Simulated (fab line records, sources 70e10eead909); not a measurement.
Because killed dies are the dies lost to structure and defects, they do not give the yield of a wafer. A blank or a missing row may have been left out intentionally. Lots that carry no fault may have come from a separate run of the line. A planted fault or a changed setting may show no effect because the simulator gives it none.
Struck lot and sound lot, side by side / flow nand_harc / 18 steps out of a route of 1302
Sound: the wafers L238.2, L238.3, L238.5. The struck wafers were L252.3, L252.4, L252.6. Last of all comes the cause.
Per side, at each step with rows, come the tool, then ch with its chambers, and then its first start. Under that, the readings that differ: sound wafers / struck wafers / difference of the means / sigmas: that difference in standard deviations of wafers without a fault.
alike: words and numbers the same on both sides, and readings whose means are apart by under 2 such deviations; not compared: readings that were withheld, readings missing a value for some wafer, numbers with overlapping values and no deviation given by the record, and bounds like >300 which may hide the same value.
The two part at a step that has a row with sigmas, a row that says differs or no value, or rows on one side only. Non-overlapping numbers with no deviation appear without sigmas and do not part them. Lack of a reading on every wafer of one side parts them only where that side has two or more wafers.

NHARC_A_ONON_D1_INSPECT_32:
  sound: defect_inspect-02 at day 8 19:22; struck: defect_inspect-01 at day 14 15:52
reading=raw_defect_count; sound=45 47 70; struck=166 170 149; difference=+108; sigmas=+4
NHARC_A_CHANNEL_HOLE_D1_DEP_00: deposits aC, target thk 3100 nm.
  sound on acl_dep-03 ch 0, day 9 01:32; struck on acl_dep-01 ch 0, day 14 16:33
reading=susceptor_temp_C (C); sound=- - -; struck=399.82 399.97 400.02; difference=no value on the sound wafers; sigmas=
  alike: throttle_valve_pct
NHARC_A_CHANNEL_HOLE_D1_DEP_01: deposits SiON, target thk 140 nm.
  sound on pecvd-04 ch 0,1, day 9 03:08; struck on pecvd-03 ch 0,1, day 14 17:54
  alike: heater_power_w, susceptor_temp_C
then, 9 steps without rows for these wafers: NHARC_A_CHANNEL_HOLE_D1_DEHYDRATE_02 (time 120 s); NHARC_A_CHANNEL_HOLE_D1_HMDS_03 (time 30 s); NHARC_A_CHANNEL_HOLE_D1_COAT_36 (time 75 s); NHARC_A_CHANNEL_HOLE_D1_COAT_37 (time 65 s); NHARC_A_CHANNEL_HOLE_D1_COAT_04 (resist thk 90 nm); NHARC_A_CHANNEL_HOLE_D1_SOFTBAKE_05 (time 55 s); NHARC_A_CHANNEL_HOLE_D1_EBR_06; NHARC_A_CHANNEL_HOLE_D1_EXPOSE_07 (exposes mask HOLE D1, target cd 100 nm); NHARC_A_CHANNEL_HOLE_D1_PEB_08 (peb time 65 s).
NHARC_A_CHANNEL_HOLE_D1_DEVELOP_09: develop time 35 s.
  sound on litho_track-06 ch 0, day 9 03:00; struck on litho_track-04 ch 0, day 14 18:00
NHARC_A_CHANNEL_HOLE_D1_CD_MEAS_10 targets a cd of 100 nm.
  sound on cd_sem-01 ch 0, day 9 03:44; struck on cd_sem-02 ch 0, day 14 18:26
  alike: cd_nm
NHARC_A_CHANNEL_HOLE_D1_OVL_MEAS_11:
  sound: overlay-02 at day 9 03:49; struck: overlay-01 at day 14 18:31
reading=overlay_x_nm (nm); sound=0.9 0.7 0.9; struck=-0.9 -0.8 -1.0; difference=-1.7; sigmas=-2
reading=overlay_y_nm (nm); sound=-0.3 -0.4 -0.7; struck=1.7 1.9 2.1; difference=+2.4; sigmas=+3
NHARC_A_CHANNEL_HOLE_D1_INSPECT_12:
  sound: defect_inspect-02 at day 9 03:51; struck: defect_inspect-01 at day 14 18:34
reading=raw_defect_count; sound=4 2 5; struck=11 7 10; difference=+6; sigmas=+2
NHARC_A_CHANNEL_HOLE_D1_DESCUM_15: chemistry O2, time 3 s.
  sound on rie_diel-06 ch 1,2, day 9 03:55; struck on rie_diel-08 ch 0,2,3, day 14 18:37
  alike: drypump_motor_current_A, oes_product_au, rf_vpp_V, showerhead_plenum_p_Torr, throttle_valve_pct
  not compared: rf_hours_counter_h, model.A_CHANNEL_HOLE_D1.cd_nm
NHARC_A_CHANNEL_HOLE_D1_ETCH_38: etches the open film in CF4, target depth 39 nm, time 65 s.
  sound on rie_diel-06 ch 0,1,2, day 9 04:01; struck on rie_diel-08 ch 0,2,3, day 14 18:43
  alike: drypump_motor_current_A, oes_product_au, rf_vpp_V, showerhead_plenum_p_Torr, throttle_valve_pct
  not compared: rf_hours_counter_h

== WHERE THEY PART ==
Last at NHARC_A_CHANNEL_HOLE_D1_INSPECT_12 as far as this record goes, first at NHARC_A_ONON_D1_INSPECT_32. Later steps at which nothing parts them and some readings are alike: NHARC_A_CHANNEL_HOLE_D1_DESCUM_15, NHARC_A_CHANNEL_HOLE_D1_ETCH_38.

WHY: the cause the simulator had injected
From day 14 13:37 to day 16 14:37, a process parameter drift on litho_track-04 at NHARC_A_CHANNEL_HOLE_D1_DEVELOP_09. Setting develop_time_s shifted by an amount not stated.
